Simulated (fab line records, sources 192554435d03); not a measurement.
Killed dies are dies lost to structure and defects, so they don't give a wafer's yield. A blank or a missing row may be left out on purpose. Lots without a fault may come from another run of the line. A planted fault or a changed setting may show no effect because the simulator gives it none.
One fault seen from 3 desks | flow n5_finfet | each desk has only its own numbers; what lay behind them comes last

THE METROLOGY DESK
What the gauges read, lot by lot, whatever tool the lot ran on: means of the sampled wafers that have a number. A lot is out of limits, marked OUT, if its mean lies more than 4 standard deviations from the usual mean; the brackets give that distance.
Columns: A = thk_nm at N5_SD_EPI_N_EPI_MEAS_23, usual 59.0 nm; B = cd_nm at N5_SD_EPI_P_CD_MEAS_09, usual 240.9 nm; C = SD_P_BLK_OVL at N5_SD_EPI_P_OVL_MEAS_10, usual -0.9 nm
lot  | first seen here | A    | B     | C
L225 | day 5 01:57     | 59.8 | 241.8 | -0.5
L228 | day 5 20:47     | 60.2 | 240.0 | -1.9
L235 | day 7 08:59     | 57.4 | 242.4 | -1.6
L237 | day 7 22:02     | 59.1 | 241.0 | -0.1
L238 | day 8 05:14     | 57.9 | 240.1 | -0.4
L240 | day 8 15:11     | 58.7 | 240.8 | -1.3
L241 | day 9 01:40     | 60.3 | 240.1 | -0.9
This desk's finding: nothing out of limits on any of the 7 lots.

THE DEFECT DESK
What the inspections along the route counted, lot by lot: means of the sampled wafers that have a number. A lot is out of limits, marked OUT, if its mean lies more than 4 standard deviations from the usual mean; the brackets give that distance.
Columns: A = raw_defect_count at N5_SD_EPI_N_INSPECT_26, usual 201; B = raw_defect_count at N5_SD_EPI_P_INSPECT_11, usual 2.0
lot  | first seen here | A   | B
L225 | day 5 03:46     | 172 | 1.0
L228 | day 5 22:14     | 207 | 2.3
L235 | day 7 09:44     | 191 | 2.5
L237 | day 7 22:36     | 214 | 1.0
L238 | day 8 05:48     | 195 | 1.0
L240 | day 8 15:49     | 230 | 3.7
L241 | day 9 02:13     | 217 | 2.0
This desk's finding: nothing out of limits on any of the 7 lots.

THE TOOL OWNER'S DESK: ald_sin-03
The tool's own readings at N5_SD_EPI_N_LINER_46 (material SiNx, target thk 3 nm): means of the sampled wafers that have a number, for each lot that ran on this tool. A lot is out of limits, marked OUT, if its mean lies more than 4 standard deviations from the usual mean; the brackets give that distance.
Columns: A = heater_power_w at N5_SD_EPI_N_LINER_46, usual 862 W
lot  | first seen here | A
L225 | day 5 03:31     | 898
L228 | day 5 21:59     | 935
L235 | day 7 09:29     | 926
L237 | day 7 22:28     | 950
L238 | day 8 05:33     | 939
This desk's finding: nothing out of limits on any of the 5 lots.

PUT TOGETHER
The metrology desk saw nothing out of limits.
The defect desk saw nothing out of limits.
The tool owner's desk saw nothing out of limits.

WHAT THE SIMULATOR HAD PUT IN
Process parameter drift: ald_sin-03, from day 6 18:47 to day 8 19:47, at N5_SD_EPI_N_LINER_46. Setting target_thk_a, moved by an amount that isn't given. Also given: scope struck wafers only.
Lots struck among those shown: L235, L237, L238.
